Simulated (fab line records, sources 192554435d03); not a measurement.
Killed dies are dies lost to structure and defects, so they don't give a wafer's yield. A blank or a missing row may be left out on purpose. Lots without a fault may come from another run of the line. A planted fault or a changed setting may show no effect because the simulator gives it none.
One fault seen from 3 desks | flow n5_finfet | each desk has only its own numbers; what lay behind them comes last

THE TOOL OWNER'S DESK: rie_diel-02
The tool's own readings at N5_BEOL_M0_SAQP_SPACER2_ETCHBACK_27 (etches SiO2 in CHF3/O2, target depth 22.5 nm, time 11.25 s): means of the sampled wafers that have a number, for each lot that ran on this tool. A lot is out of limits, marked OUT, if its mean lies more than 4 standard deviations from the usual mean; the brackets give that distance.
Columns: A = drypump_motor_current_A at N5_BEOL_M0_SAQP_SPACER2_ETCHBACK_27, usual 5.8 A; B = oes_product_au at N5_BEOL_M0_SAQP_SPACER2_ETCHBACK_27, usual 0.82 a.u.; C = rf_vpp_V at N5_BEOL_M0_SAQP_SPACER2_ETCHBACK_27, usual 521 V; D = showerhead_plenum_p_Torr at N5_BEOL_M0_SAQP_SPACER2_ETCHBACK_27, usual 2.43 Torr; E = throttle_valve_pct at N5_BEOL_M0_SAQP_SPACER2_ETCHBACK_27, usual 18.84 %
lot  | first seen here | A   | B    | C   | D    | E
L203 | day 6 05:24     | 5.8 | 0.82 | 522 | 2.48 | 18.92
L209 | day 7 13:25     | 5.8 | 0.80 | 521 | 2.47 | 18.94
L211 | day 8 06:37     | 5.8 | 0.81 | 518 | 2.47 | 18.97
This desk's finding: nothing out of limits on any of the 3 lots.

THE DEFECT DESK
What the inspections along the route counted, lot by lot: means of the sampled wafers that have a number. A lot is out of limits, marked OUT, if its mean lies more than 4 standard deviations from the usual mean; the brackets give that distance.
Columns: A = raw_defect_count at N5_BEOL_M0_CUTY_INSPECT_59, usual 2.0
lot  | first seen here | A
L201 | day 5 16:09     | 2.0
L202 | day 6 02:42     | 0.7
L203 | day 6 07:25     | 1.0
L209 | day 7 15:46     | 10.3 (+6.0) OUT
L211 | day 8 08:43     | 10.3 (+6.0) OUT
L217 | day 9 20:20     | 1.0
L219 | day 10 06:46    | 2.0
L221 | day 10 19:07    | 2.7
L223 | day 11 03:22    | 2.0
This desk's finding: out of limits on L209, L211; first on L209, day 7 15:46 (raw_defect_count at N5_BEOL_M0_CUTY_INSPECT_59). In limits: L201, L202, L203, L217, L219, L221, L223.

THE METROLOGY DESK
What the gauges read, lot by lot, whatever tool the lot ran on: means of the sampled wafers that have a number. A lot is out of limits, marked OUT, if its mean lies more than 4 standard deviations from the usual mean; the brackets give that distance. Of its 10 readings 7 are shown: those that lie furthest out on some lot.
Columns: A = DIBL_N at N5_BEOL_M4_RC_MEAS_101, usual 37.1 mV/V; B = DIBL_P at N5_BEOL_M4_RC_MEAS_101, usual 37.2 mV/V; C = IOFF_N at N5_BEOL_M4_RC_MEAS_101, usual 0.18 nA/um; D = IOFF_P at N5_BEOL_M4_RC_MEAS_101, usual 0.23 nA/um; E = SS_P at N5_BEOL_M4_RC_MEAS_101, usual 73.5 mV/dec; F = VT_N at N5_BEOL_M4_RC_MEAS_101, usual 248 mV; G = VT_P at N5_BEOL_M4_RC_MEAS_101, usual -248 mV
lot  | first seen here | A    | B    | C    | D    | E    | F   | G
L201 | day 8 02:03     | 37.3 | 36.7 | 0.17 | 0.23 | 73.0 | 251 | -248
L202 | day 8 02:15     | 38.0 | 36.3 | 0.16 | 0.22 | 73.9 | 250 | -250
L203 | day 8 23:04     | 34.5 | 35.8 | 0.15 | 0.21 | 73.6 | 252 | -248
L209 | day 9 20:41     | 36.4 | 36.4 | 0.18 | 0.23 | 73.2 | 246 | -248
L211 | day 10 10:13    | 35.2 | 37.2 | 0.15 | 0.18 | 73.0 | 251 | -253
L217 | day 11 21:11    | 38.9 | 40.4 | 0.23 | 0.27 | 74.2 | 245 | -247
L219 | day 12 16:45    | 39.8 | 39.0 | 0.23 | 0.30 | 74.1 | 244 | -244
L221 | day 13 04:58    | 38.9 | 41.1 | 0.24 | 0.31 | 74.8 | 244 | -245
L223 | day 13 06:49    | 34.5 | 35.5 | 0.16 | 0.23 | 72.6 | 250 | -248
This desk's finding: nothing out of limits on any of the 9 lots.

PUT TOGETHER
The defect desk could have raised an alarm at day 7 15:46, on L209, L211.
The tool owner's desk saw nothing out of limits.
The metrology desk saw nothing out of limits.
The tool owner's desk has L209, L211 on record, within its limits.
The metrology desk has L209, L211 on record, within its limits.
Of the lots named, all ran N5_BEOL_M0_SAQP_SPACER2_ETCHBACK_27 on rie_diel-02.

WHAT THE SIMULATOR HAD PUT IN
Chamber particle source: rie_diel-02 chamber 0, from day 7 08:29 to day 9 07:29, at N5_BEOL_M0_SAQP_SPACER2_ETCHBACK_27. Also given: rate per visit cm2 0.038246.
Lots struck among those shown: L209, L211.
Hours from the fault's start to each desk's first reading out of limits: the defect desk, 7.
